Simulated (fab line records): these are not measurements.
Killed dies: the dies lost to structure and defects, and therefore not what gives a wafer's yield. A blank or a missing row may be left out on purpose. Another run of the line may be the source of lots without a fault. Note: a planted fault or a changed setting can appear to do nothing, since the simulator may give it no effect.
fab line records :: flow nandHarc
record:
  lots: 6
  wafers: 18
  lastDay: 30
route steps=1302 shown P_START@1 P_ZERO_WELL@2
lots with no fault: from the same line, run without faults
startH: hours from the record's first day to the start of the lot's first wafer shown :: waitH: time in hours since the lot's previous step :: " unchanged from the row above :: L1.1+2: one row covering several wafers at once :: - no value, or no start given :: * or withheld: withheld :: < > ~ a bound
route shown NAME@n: NAME is a module with steps in the file, n the number in the route of the first one :: usual: mean and standard deviation over wafers with no fault :: same: alike in all rows :: chamber/n: place in a boat :: sites: per-site readings :: _std_site: standard deviation across them :: _edge_site: outer sites' mean less inner sites' :: radiusMm: how far each site lies from the wafer's centre :: mask NAME#n: copy n :: behind: the last tool/chamber to shape the wafer :: hold: why the lot was held/for how many hours/how that ended :: device: the n, p or np transistor that did not switch :: end of line: the tests these same wafers got at the end of their route :: for a step that has no rows: nothing shown but its recipe :: killed: the dies lost at the first sort to structure and to defects; this is not the yield of the wafer :: map: a wafer's dies, marking killed ones x, the rest . and places with no die _
set.NAME: the run value of the setting; set.NAME@STEP: its run value at that earlier step :: model.NAME: the simulator's own value behind a step, which no gauge read
lots at some steps of the route; a table a step, a row a wafer
services: the hour from which a tool's chamber was out of use, counted from the record's first day as startH (under 0 if before that day), plus the number of hours and why
== steps ==
step: NHARC_P_START_INSPECT_01
usual:
  rawDefectCount: 3.3/1.8
lot.wafer: L134.1
tool: defectInspect-02
chamber: -
startH: 50.04
waitH: -
rawDefectCount: 6

lot.wafer: L134.3
tool: defectInspect-02
chamber: -
startH: 50.04
waitH: -
rawDefectCount: 2

lot.wafer: L134.4
tool: defectInspect-02
chamber: -
startH: 50.04
waitH: -
rawDefectCount: 2

lot.wafer: L137.1
tool: defectInspect-01
chamber: -
startH: 80.04
waitH: -
rawDefectCount: 2

lot.wafer: L137.4
tool: defectInspect-01
chamber: -
startH: 80.04
waitH: -
rawDefectCount: 2

lot.wafer: L137.6
tool: defectInspect-01
chamber: -
startH: 80.04
waitH: -
rawDefectCount: 1

lot.wafer: L139.1
tool: defectInspect-01
chamber: -
startH: 100.04
waitH: -
rawDefectCount: 1

lot.wafer: L139.5
tool: defectInspect-01
chamber: -
startH: 100.04
waitH: -
rawDefectCount: 5

lot.wafer: L139.6
tool: defectInspect-01
chamber: -
startH: 100.04
waitH: -
rawDefectCount: 3

lot.wafer: L144.1
tool: defectInspect-02
chamber: -
startH: 150.03
waitH: -
rawDefectCount: 3

lot.wafer: L144.2
tool: defectInspect-02
chamber: -
startH: 150.03
waitH: -
rawDefectCount: 1

lot.wafer: L144.5
tool: defectInspect-02
chamber: -
startH: 150.03
waitH: -
rawDefectCount: 2

lot.wafer: L146.1
tool: defectInspect-02
chamber: -
startH: 170.04
waitH: -
rawDefectCount: 3

lot.wafer: L146.2
tool: defectInspect-02
chamber: -
startH: 170.04
waitH: -
rawDefectCount: 3

lot.wafer: L146.5
tool: defectInspect-02
chamber: -
startH: 170.04
waitH: -
rawDefectCount: 3

lot.wafer: L147.1
tool: defectInspect-02
chamber: -
startH: 180.04
waitH: -
rawDefectCount: 4

lot.wafer: L147.3
tool: defectInspect-02
chamber: -
startH: 180.04
waitH: -
rawDefectCount: 4

lot.wafer: L147.6
tool: defectInspect-02
chamber: -
startH: 180.04
waitH: -
rawDefectCount: 2
step: NHARC_P_ZERO_WELL_PRECLEAN_00
recipe:
  timeS: 600
  tempC: 120
  chemistry: SPM
step: NHARC_P_ZERO_WELL_SRD_01
step: NHARC_P_ZERO_WELL_PECVD_02
recipe:
  targetThkA: 100
  tempC: 400
  pressureTorr: 6.5
  rfW: withheld
  teosFlowSccm: withheld
  flowSccm: 2650
  targetThkNm: 10
  gas: O2
  material: SiO2
step: NHARC_P_ZERO_WELL_DEHYDRATE_03
recipe:
  tempC: 150
  timeS: 120
step: NHARC_P_ZERO_WELL_HMDS_04
recipe:
  timeS: 30
step: NHARC_P_ZERO_WELL_COAT_64
recipe:
  tempC: 200
  timeS: 65
step: NHARC_P_ZERO_WELL_COAT_05
recipe:
  spinRpm: 2000
  resistThkNm: 600
step: NHARC_P_ZERO_WELL_SOFTBAKE_06
recipe:
  tempC: 125
  timeS: 70
step: NHARC_P_ZERO_WELL_EBR_07
step: NHARC_P_ZERO_WELL_EXPOSE_08
recipe:
  na: 0.55
  targetCdNm: 500
  doseMj: 33.8
  maskId: P_ZERO
usual:
  exposureDoseMJCm2: 33.79/0.032
lot.wafer: L134.1
tool: krfScanner-04
chamber: 0
startH: 51.09
waitH: -
mask: P_ZERO#0
exposureDoseMJCm2: 33.80

lot.wafer: L134.3
tool: krfScanner-04
chamber: 0
startH: 51.09
waitH: -
mask: P_ZERO#0
exposureDoseMJCm2: 33.81

lot.wafer: L134.4
tool: krfScanner-04
chamber: 0
startH: 51.09
waitH: -
mask: P_ZERO#0
exposureDoseMJCm2: 33.83

lot.wafer: L137.1
tool: krfScanner-04
chamber: 0
startH: 80.96
waitH: -
mask: P_ZERO#0
exposureDoseMJCm2: 42.99

lot.wafer: L137.4
tool: krfScanner-04
chamber: 0
startH: 80.96
waitH: -
mask: P_ZERO#0
exposureDoseMJCm2: 43.04

lot.wafer: L137.6
tool: krfScanner-04
chamber: 0
startH: 80.96
waitH: -
mask: P_ZERO#0
exposureDoseMJCm2: 43.02

lot.wafer: L139.1
tool: krfScanner-04
chamber: 0
startH: 101.08
waitH: -
mask: P_ZERO#0
exposureDoseMJCm2: 41.29

lot.wafer: L139.5
tool: krfScanner-04
chamber: 0
startH: 101.08
waitH: -
mask: P_ZERO#0
exposureDoseMJCm2: 41.23

lot.wafer: L139.6
tool: krfScanner-04
chamber: 0
startH: 101.08
waitH: -
mask: P_ZERO#0
exposureDoseMJCm2: 41.24

lot.wafer: L144.1
tool: krfScanner-01
chamber: 0
startH: 151.08
waitH: -
mask: P_ZERO#0
exposureDoseMJCm2: 33.80

lot.wafer: L144.2
tool: krfScanner-01
chamber: 0
startH: 151.08
waitH: -
mask: P_ZERO#0
exposureDoseMJCm2: 33.78

lot.wafer: L144.5
tool: krfScanner-01
chamber: 0
startH: 151.08
waitH: -
mask: P_ZERO#0
exposureDoseMJCm2: 33.83

lot.wafer: L146.1
tool: krfScanner-02
chamber: 0
startH: 171.09
waitH: -
mask: P_ZERO#0
exposureDoseMJCm2: 33.76

lot.wafer: L146.2
tool: krfScanner-02
chamber: 0
startH: 171.09
waitH: -
mask: P_ZERO#0
exposureDoseMJCm2: 33.79

lot.wafer: L146.5
tool: krfScanner-02
chamber: 0
startH: 171.09
waitH: -
mask: P_ZERO#0
exposureDoseMJCm2: 33.76

lot.wafer: L147.1
tool: krfScanner-01
chamber: 0
startH: 181.09
waitH: -
mask: P_ZERO#0
exposureDoseMJCm2: 33.74

lot.wafer: L147.3
tool: krfScanner-01
chamber: 0
startH: 181.09
waitH: -
mask: P_ZERO#0
exposureDoseMJCm2: 33.78

lot.wafer: L147.6
tool: krfScanner-01
chamber: 0
startH: 181.09
waitH: -
mask: P_ZERO#0
exposureDoseMJCm2: 33.75
step: NHARC_P_ZERO_WELL_PEB_09
recipe:
  pebTempC: 128
  pebTimeS: 80
step: NHARC_P_ZERO_WELL_DEVELOP_10
recipe:
  timeS: 50
  devTempC: 22
step: NHARC_P_ZERO_WELL_CD_MEAS_11
recipe:
  targetCdNm: 500
  landingEnergyEv: 500
usual:
  cdNm: 499.4/1.7
lot.wafer: L134.1
tool: cdSem-02
chamber: 0
startH: 51.24
waitH: -
cdNm: 498.3

lot.wafer: L134.3
tool: cdSem-02
chamber: 0
startH: 51.24
waitH: -
cdNm: 499.7

lot.wafer: L134.4
tool: cdSem-02
chamber: 0
startH: 51.24
waitH: -
cdNm: 497.7

lot.wafer: L137.1
tool: cdSem-03
chamber: 0
startH: 81.11
waitH: -
cdNm: 543.1

lot.wafer: L137.4
tool: cdSem-03
chamber: 0
startH: 81.11
waitH: -
cdNm: 542.2

lot.wafer: L137.6
tool: cdSem-03
chamber: 0
startH: 81.11
waitH: -
cdNm: 544.8

lot.wafer: L139.1
tool: cdSem-02
chamber: 0
startH: 101.23
waitH: -
cdNm: 534.8

lot.wafer: L139.5
tool: cdSem-02
chamber: 0
startH: 101.23
waitH: -
cdNm: 536.8

lot.wafer: L139.6
tool: cdSem-02
chamber: 0
startH: 101.23
waitH: -
cdNm: 535.7

lot.wafer: L144.1
tool: cdSem-01
chamber: 0
startH: 151.23
waitH: -
cdNm: 500.5

lot.wafer: L144.2
tool: cdSem-01
chamber: 0
startH: 151.23
waitH: -
cdNm: 498.1

lot.wafer: L144.5
tool: cdSem-01
chamber: 0
startH: 151.23
waitH: -
cdNm: 498.7

lot.wafer: L146.1
tool: cdSem-01
chamber: 0
startH: 171.25
waitH: -
cdNm: 505.2

lot.wafer: L146.2
tool: cdSem-01
chamber: 0
startH: 171.25
waitH: -
cdNm: 502.4

lot.wafer: L146.5
tool: cdSem-01
chamber: 0
startH: 171.25
waitH: -
cdNm: 503.6

lot.wafer: L147.1
tool: cdSem-03
chamber: 0
startH: 181.24
waitH: -
cdNm: 498.6

lot.wafer: L147.3
tool: cdSem-03
chamber: 0
startH: 181.24
waitH: -
cdNm: 497.9

lot.wafer: L147.6
tool: cdSem-03
chamber: 0
startH: 181.24
waitH: -
cdNm: 497.4
step: NHARC_P_ZERO_WELL_HARDBAKE_12
recipe:
  tempC: 118
  timeS: 65
== services ==
tool: krfScanner-01
chamber: -
startH: 47.52
hours: 1.3
kind: repair

tool: krfScanner-04
chamber: -
startH: 62.07
hours: 1.8
kind: repair

tool: krfScanner-02
chamber: -
startH: 75.76
hours: 1.0
kind: repair

tool: krfScanner-02
chamber: -
startH: 94.02
hours: 4.0
kind: pm

tool: krfScanner-02
chamber: -
startH: 112.16
hours: 2.4
kind: repair

tool: krfScanner-01
chamber: -
startH: 121.79
hours: 0.7
kind: repair

tool: krfScanner-02
chamber: -
startH: 128.11
hours: 1.4
kind: repair

tool: krfScanner-04
chamber: -
startH: 131.76
hours: 1.7
kind: repair

tool: krfScanner-01
chamber: -
startH: 140.00
hours: 4.0
kind: pm
== key ==
firstSign:
  step: NHARC_P_ZERO_WELL_EXPOSE_08
  reading: exposureDoseMJCm2
  direction: up
  sigmas: 99+
  usual: 33.79
  struck: 42.14
effect:
  step: NHARC_P_ZERO_WELL_CD_MEAS_11
  reading: cdNm
  direction: up
  sigmas: 24
  usual: 499.4
  struck: 539.6
  through: controlLoop
metAt NHARC_P_ZERO_WELL_EXPOSE_08
struckWafers L137.1,L137.4,L137.6,L139.1,L139.5,L139.6
rowsEnd L137.1,L137.4,L137.6,L139.1,L139.5,L139.6
loopTrim:
  step: NHARC_P_ZERO_WELL_EXPOSE_08
  setting: dose
  lots: L139
onsetBetween 51.09 80.96
fault:
  kind: processParameterDrift
  tool: krfScanner-04
  chamber: -
  onsetH: 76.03
  steps: NHARC_P_ZERO_WELL_EXPOSE_08
  channel: doseMj
  offset: 9.2881
  shape: step
  actsIn: theseRecipesOnly
  stated: 33.8
rowsEnd: these wafers met a further fault down the route, and their rows from its step on are left out
loopTrim: a control loop set the setting to another value than it would have without faults
